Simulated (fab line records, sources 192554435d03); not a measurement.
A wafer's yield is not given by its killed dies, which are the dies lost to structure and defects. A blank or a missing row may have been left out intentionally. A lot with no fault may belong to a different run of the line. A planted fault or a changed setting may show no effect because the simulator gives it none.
Lot-split experiment | flow n5-finfet | 21 wafers read from 7 lots, route of 1938 steps

ON THE SPLIT
At N5_SD_EPI_P_COAT_03 (resist thk 150 nm), the setting spin-rpm was moved away from the recipe's 1500 rpm on 6 of the 21 wafers read, by -8.9% to +6.1%. All remaining wafers had this setting at the recipe value.

FROM THE SPLIT TO THE READING: what the file shows between them, 6 steps
- N5_SD_EPI_P_EBR_05
- N5_SD_EPI_P_SOFTBAKE_04: time 60 s
- N5_SD_EPI_P_EXPOSE_06: exposes mask SD P BLK, target cd 240 nm
- N5_SD_EPI_P_PEB_07: peb time 60 s
- N5_SD_EPI_P_DEVELOP_08: develop time 30 s
- N5_SD_EPI_P_DESCUM_14: chemistry O2, time 7.9 s (also split here: time-s)

THE READING
CAR-ArF-block_of_SD_EPI_P_COAT_03.thk-nm (the simulator's own value, which no gauge read), in nm, at N5_SD_EPI_P_ETCH_36 (etches SiARC in CF4, target depth 45.5 nm, time 75.8 s). The file gives no usual value for it. Across the 15 wafers here that went through the recipe, the average is 110.7 nm and the standard deviation 0.79 nm.

wafer  | tool, chamber at the split | spin-rpm as run, rpm | against the recipe | CAR-ArF-block_of_SD_EPI_P_COAT_03.thk-nm, nm | against lot-mates on the recipe
L075.1 | litho-track-04, 0          | 1500                 | recipe             | 109                                          | -
L075.5 | litho-track-04, 0          | 1431                 | -4.6%              | 113.6                                        | +4.4
L075.6 | litho-track-04, 0          | 1500                 | recipe             | 109.4                                        | -
L077.2 | litho-track-01, 0          | 1366                 | -8.9%              | 119                                          | +7.3
L077.4 | litho-track-01, 0          | 1500                 | recipe             | 111                                          | -
L077.5 | litho-track-01, 0          | 1500                 | recipe             | 112.4                                        | -
L081.2 | litho-track-04, 0          | 1500                 | recipe             | 110.6                                        | -
L081.4 | litho-track-04, 0          | 1500                 | recipe             | 110.6                                        | -
L081.6 | litho-track-04, 0          | 1500                 | recipe             | 111                                          | -
L090.4 | litho-track-01, 0          | 1592                 | +6.1%              | 107.4                                        | -3.6
L090.5 | litho-track-01, 0          | 1500                 | recipe             | 110.4                                        | -
L090.6 | litho-track-01, 0          | 1500                 | recipe             | 111.6                                        | -
L091.3 | litho-track-01, 0          | 1590                 | +6.0%              | 106.8                                        | -4.2
L091.5 | litho-track-01, 0          | 1500                 | recipe             | 111.2                                        | -
L091.6 | litho-track-01, 0          | 1500                 | recipe             | 110.8                                        | -
L092.1 | litho-track-04, 0          | 1500                 | recipe             | 110.4                                        | -
L092.3 | litho-track-04, 0          | 1405                 | -6.3%              | 116.2                                        | +5.8
L092.4 | litho-track-04, 0          | 1405                 | -6.3%              | 115.2                                        | +4.8
L093.1 | litho-track-04, 0          | 1500                 | recipe             | 110.6                                        | -
L093.3 | litho-track-04, 0          | 1500                 | recipe             | 111.2                                        | -
L093.6 | litho-track-04, 0          | 1500                 | recipe             | 110.4                                        | -

THE FIT
A straight line over all 21 wafers: CAR-ArF-block_of_SD_EPI_P_COAT_03.thk-nm changes by -0.754 nm for each +1% of spin-rpm; r = -0.95; the points scatter about the line by 0.86 nm.
The same after taking each lot's own level away (the mean of its wafers on the recipe; 21 wafers): -0.775 nm for each +1%; r = -0.98; scatter 0.51 nm.
On that fit, the largest move of spin-rpm shifts the reading by 6.9 nm.
Measured against the standard deviation above, the lots' own levels, which go from 109.20 to 111.70 nm, span 3.2 times it.
So the lot-to-lot level changes the slope little: the two slopes agree.
Check: +6.99 nm against its lot-mates is what the line predicts for one of the wafers moved furthest among these (-8.9%) when that wafer is left out of the fit. It came out at +7.3 nm against them.

ADDITIONAL SPLITS CARRIED BY THESE WAFERS
These wafers also went through other splits before the reading. Each is held against what the fit with the lots' levels taken away leaves over:
other split on the same wafers | wafers away from the commonest value | r with CAR-ArF-block_of_SD_EPI_P_COAT_03.thk-nm (lot level and that fit taken away)
N5_SD_EPI_P_DESCUM_14 time-s   | 11                                   | -0.38

THE WHOLE CHAIN: every reading that the file lists as answering this split, in the file's order
step                   | what it does                                           | reading                                                                                   | change (the file's fit)               | r (the file's)
N5_SD_EPI_P_COAT_03    | resist thk 150 nm                                      | CAR-ArF-block_of_SD_EPI_P_COAT_03.thk-nm (the simulator's own value, which no gauge read) | -0.822 nm for each +1% of the setting | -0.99
N5_SD_EPI_P_DEVELOP_08 | develop time 30 s                                      | CAR-ArF-block_of_SD_EPI_P_COAT_03.thk-nm (the simulator's own value, which no gauge read) | -0.815 nm for each +1% of the setting | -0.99
N5_SD_EPI_P_DESCUM_14  | chemistry O2, time 7.9 s                               | CAR-ArF-block_of_SD_EPI_P_COAT_03.thk-nm (the simulator's own value, which no gauge read) | -0.772 nm for each +1% of the setting | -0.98
N5_SD_EPI_P_ETCH_36    | etches SiARC in CF4, target depth 45.5 nm, time 75.8 s | CAR-ArF-block_of_SD_EPI_P_COAT_03.thk-nm (the simulator's own value, which no gauge read) | -0.775 nm for each +1% of the setting | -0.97

THE FILE'S OWN FIT
CAR-ArF-block_of_SD_EPI_P_COAT_03.thk-nm changes by -0.775 nm for each +1% of spin-rpm, r = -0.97.
